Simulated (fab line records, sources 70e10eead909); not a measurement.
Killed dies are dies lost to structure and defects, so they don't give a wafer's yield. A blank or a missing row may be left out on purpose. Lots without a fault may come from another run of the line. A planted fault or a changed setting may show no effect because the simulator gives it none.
Problem report in the 8D (eight disciplines) form, filled by code | flow nand_harc | the parts of the form that need people (team, actions taken, sign-off) are left out

1. THE PROBLEM
cd_nm at NHARC_P_M1_CD_MEAS_09 reads a mean of 121.8 nm on 6 wafers of 2 lots; wafers without a fault read 130.0 nm with a standard deviation of 0.54. That is -15 standard deviations from the usual mean.
The step: target cd 130 nm.
First seen on wafer L736.1, day 7 20:44, on cd_sem-03. The record holds 36 wafers of 12 lots with a number at this step. Rule for "out", or "out of limits": more than 4 standard deviations from the usual mean. The other wafers with a number count as sound.

2. WHAT IT IS AND WHAT IT IS NOT
question                    | is                     | is not
which readings at this step | cd_nm                  | -
which lots                  | L736, L738             | L730, L731, L732, L745, L747, L748, L749, L750, L752, L753
which wafers of those lots  | all that have a number | -
read on which gauges        | cd_sem-02, cd_sem-03   | cd_sem-01
when                        | from day 7 20:44       | up to then (9 sound wafers); but 21 sound wafers of L745, L747, L748, L749, L750, L752, L753 came after

3. SUSPECTS, AND WHAT RULES EACH OUT
Counting: a tool at a process step up to the reading stays a suspect if it ran every lot that is out and no sound lot after the first of them.
- the gauge at NHARC_P_M1_CD_MEAS_09: ruled out. The wafers that are out were read on 2 gauges (cd_sem-02, cd_sem-03).
- litho_track-01 at NHARC_P_M1_PEB_07 (peb time 65 s): ruled out as a lasting fault. Sound lots L747, L749, L752 ran on it after its first lot that is out, L736 (day 7 20:40).
Left after counting: nothing in the record.

4. THE CAUSE (what the simulator had put in)
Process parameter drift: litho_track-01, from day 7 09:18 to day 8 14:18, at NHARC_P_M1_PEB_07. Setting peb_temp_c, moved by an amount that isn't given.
Counting ruled it out, wrongly: the rule takes a fault to strike every lot that its tool runs from its start on, and this one did not.

5. THE CHAIN OF EFFECTS, in route order
Each row: a reading whose mean over the struck wafers that have a number lies more than 3 standard deviations from the usual. Only readings for which the record gives a usual standard deviation are gone through. hours: the time from each lot's start at the first step in this table that gives one to its start at this step, as a median over the lots. sigmas: the change in usual standard deviations.
hours | step                  | reading              | usual    | on struck wafers | change | sigmas
0     | NHARC_P_M1_PEB_07     | heater_power_total_W | 156.6 W  | 151.7            | -4.9   | -12
0     | NHARC_P_M1_PEB_07     | plate_temp_C         | 100.00 C | 97.65            | -2.35  | -17
0     | NHARC_P_M1_CD_MEAS_09 | cd_nm                | 130.0 nm | 121.8            | -8.2   | -15
The process steps in it:
- NHARC_P_M1_PEB_07: peb time 65 s.
Later measuring or inspecting steps at which every struck wafer that the step has a row for has a number for every such reading, and none has moved that far: NHARC_END_SORT_01.

6. WHAT WOULD HAVE CAUGHT IT SOONER
In this record the first reading out of limits at a measuring or inspecting step was taken at day 7 20:44, 11 hours after the fault began at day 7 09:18.
The tool's own readings at NHARC_P_M1_PEB_07 were out on every struck wafer that the step has a row for (heater_power_total_W, plate_temp_C): an alarm limit on them would have fired on the first of those.
